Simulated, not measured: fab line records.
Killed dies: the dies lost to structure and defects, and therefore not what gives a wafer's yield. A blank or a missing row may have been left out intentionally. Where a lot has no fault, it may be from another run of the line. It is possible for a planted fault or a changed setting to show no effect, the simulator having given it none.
Struck lot and sound lot, side by side    flow n5_finfet    15 steps out of a route of 1938
Sound: these wafers, L814.1, L814.3, L814.4. Struck: wafer L828.1 (L828.2, L828.3, from the same lot, were not struck and are left out); the cause is given at the end.
Order at every step that has rows: each side's tool, ch and its chambers, its first start. Under that, the readings that differ: sound wafers    struck wafers    difference of the means    sigmas: that difference in standard deviations of wafers without a fault.
alike: readings with means less than 2 such deviations apart, plus words and numbers identical on both sides. not compared: withheld readings, readings lacking a value on some wafer, bounds such as >300 that could conceal the same value, and numbers that have no deviation in the record and whose values overlap.
The two part at a step that has a row with sigmas, a row that says differs or no value, or rows on one side only. Non-overlapping numbers with no deviation appear without sigmas and do not part them. A reading that every wafer of one side lacks parts them only if that side has two wafers or more.

first, 8 steps without rows for these wafers: N5_BEOL_M3_COAT_62 (time 60 s, resist thk 12 nm); N5_BEOL_M3_COAT_73 (time 60 s, resist thk 5 nm); N5_BEOL_M3_COAT_05 (resist thk 30 nm); N5_BEOL_M3_EBR_07; N5_BEOL_M3_SOFTBAKE_06 (time 60 s); N5_BEOL_M3_EXPOSE_08 (exposes mask M3); N5_BEOL_M3_PEB_09 (peb time 60 s); N5_BEOL_M3_DEVELOP_10 (develop time 30 s).
N5_BEOL_M3_CD_MEAS_11: the cd target is 17.05 nm.
  sound on cd_sem-01 ch 0, day 8 06:50; struck on cd_sem-03 ch 0, day 11 12:08
  alike: cd_nm
N5_BEOL_M3_OVL_MEAS_12:
  sound on overlay-01 ch 0, day 8 06:52; struck on overlay-02 ch 0, day 11 12:10
  alike: M3_OVL
N5_BEOL_M3_INSPECT_13: inspects for defects (brightfield).
  sound on defect_inspect-02, day 8 06:56; struck on defect_inspect-01, day 11 12:13
  alike: raw_defect_count
N5_BEOL_M3_DESCUM_16: chemistry O2, time 7 s.
  sound on rie_diel-01 ch 0,1,2, day 8 07:27; struck on rie_diel-05 ch 0, day 11 12:16
reading       sound              struck  difference  sigmas
rf_vpp_V (V)  243.0 243.4 242.0  245.8   +3.0        +3
  alike: drypump_motor_current_A, oes_product_au, showerhead_plenum_p_Torr, throttle_valve_pct
  not compared: rf_hours_counter_h
N5_BEOL_M3_ETCH_74: etches underlayer in N2/H2, target depth 6.5 nm, time 5.2 s.
  sound on rie_diel-01 ch 0,1,2, day 8 07:29; struck on rie_diel-05 ch 0, day 11 12:17
reading                sound           struck  difference  sigmas
etch_rf_on_time_s (s)  5.34 5.25 5.23  7.69    +2.42       +20
  alike: drypump_motor_current_A, h2_flow_sccm, oes_product_au, rf_vpp_V, showerhead_plenum_p_Torr, throttle_valve_pct
  not compared: rf_hours_counter_h
N5_BEOL_M3_ETCH_63: etches SiARC in CF4, target depth 15.6 nm, time 26 s.
  sound on rie_diel-01 ch 0,1,2, day 8 07:31; struck on rie_diel-05 ch 0, day 11 12:19
  alike: drypump_motor_current_A, etch_rf_on_time_s, oes_product_au, rf_vpp_V, showerhead_plenum_p_Torr, throttle_valve_pct
  not compared: rf_hours_counter_h
N5_BEOL_M4_RC_MEAS_101:
  sound on prober-01 ch 0, day 9 07:37; struck on prober-02 ch 0, day 12 07:26
reading        sound           struck  difference  sigmas
SS_P (mV/dec)  72.9 72.8 73.0  71.4    -1.5        -3
  alike: DIBL_N, DIBL_P, IOFF_N, IOFF_P, ION_N, ION_P, SS_N, VT_N, VT_P

WHERE THEY PART
Earliest at N5_BEOL_M3_DESCUM_16; latest, in this record, at N5_BEOL_M4_RC_MEAS_101.

WHY: whatever the simulator had introduced
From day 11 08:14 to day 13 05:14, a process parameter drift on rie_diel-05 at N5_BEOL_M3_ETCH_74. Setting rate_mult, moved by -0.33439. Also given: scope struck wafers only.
